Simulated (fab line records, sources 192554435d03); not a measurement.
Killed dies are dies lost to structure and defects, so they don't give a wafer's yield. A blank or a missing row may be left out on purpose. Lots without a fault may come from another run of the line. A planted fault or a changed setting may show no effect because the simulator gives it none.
Chamber matching | flow n5_finfet | N5_BEOL_M8_DESCUM_16 on rie_diel-02: 3 sister chambers
The step chemistry O2, time 7.9 s. 16 wafers are shown with their chamber, then 6 later ones without.

WAFERS WITH THEIR CHAMBER
wafer  | chamber | showerhead_plenum_p_Torr (Torr) | drypump_motor_current_A (A) | throttle_valve_pct (%)
L075.2 | 1       | 2.00                            | 5.7                         | 20.28
L075.4 | 3       | 2.15                            | 5.7                         | 20.29
L075.6 | 0       | 2.07                            | 5.3                         | 20.25
L074.4 | 1       | 2.00                            | 5.6                         | 20.30
L074.5 | 0       | 2.07                            | 5.3                         | 20.25
L074.6 | 3       | 2.15                            | 5.6                         | 20.29
L078.1 | 0       | 2.06                            | 5.3                         | 20.26
L078.2 | 3       | 2.15                            | 5.6                         | 19.89
L078.3 | 1       | 2.00                            | 5.7                         | 20.31
L078.4 | 1       | 2.00                            | 5.6                         | 20.31
L078.5 | 0       | 2.06                            | 5.3                         | 20.27
L078.6 | 3       | 2.15                            | 5.6                         | 19.88
L083.1 | 1       | 1.99                            | 5.7                         | 20.34
L083.5 | 1       | 1.99                            | 5.7                         | 20.32
L083.6 | 0       | 2.06                            | 5.3                         | 20.28
L085.1 | 3       | 2.14                            | 5.7                         | 19.90

SIGNATURES (means of the wafers above)
reading                  | chamber 0 | chamber 1 | chamber 3 | scatter within a chamber
showerhead_plenum_p_Torr | 2.0640    | 1.9967    | 2.1480    | 0.00506
drypump_motor_current_A  | 5.300     | 5.667     | 5.640     | 0.0441
throttle_valve_pct       | 20.2620   | 20.3100   | 20.0500   | 0.122
Rule: a wafer's distance from a chamber is the root of the sum, over the readings, of the square of ((its reading less the chamber's mean) divided by the reading's scatter). The wafer belongs to the nearest chamber; if the next one is less than 2 further off, it can't be placed. The scatter: the root of (the sum of the squares of (reading less its chamber's mean) over the shown wafers, divided by (wafers less chambers)).

WAFERS WITHOUT THEIR CHAMBER
wafer  | showerhead_plenum_p_Torr (Torr) | drypump_motor_current_A (A) | throttle_valve_pct (%)
L085.2 | 1.99                            | 5.7                         | 20.32
L085.6 | 1.99                            | 5.7                         | 20.35
L088.2 | 2.14                            | 5.6                         | 19.91
L088.5 | 2.05                            | 5.3                         | 20.31
L094.1 | 2.05                            | 5.3                         | 20.33
L094.6 | 1.99                            | 5.6                         | 20.36

WHICH CHAMBER EACH WENT THROUGH
wafer  | from the rows above | in truth
L085.2 | 1                   | 1
L085.6 | 1                   | 1
L088.2 | 3                   | 3
L088.5 | 0                   | 0
L094.1 | 0                   | 0
L094.6 | 1                   | 1
Placed correctly: 6 of 6. Can't be placed from these rows: 0. Placed wrongly: 0.
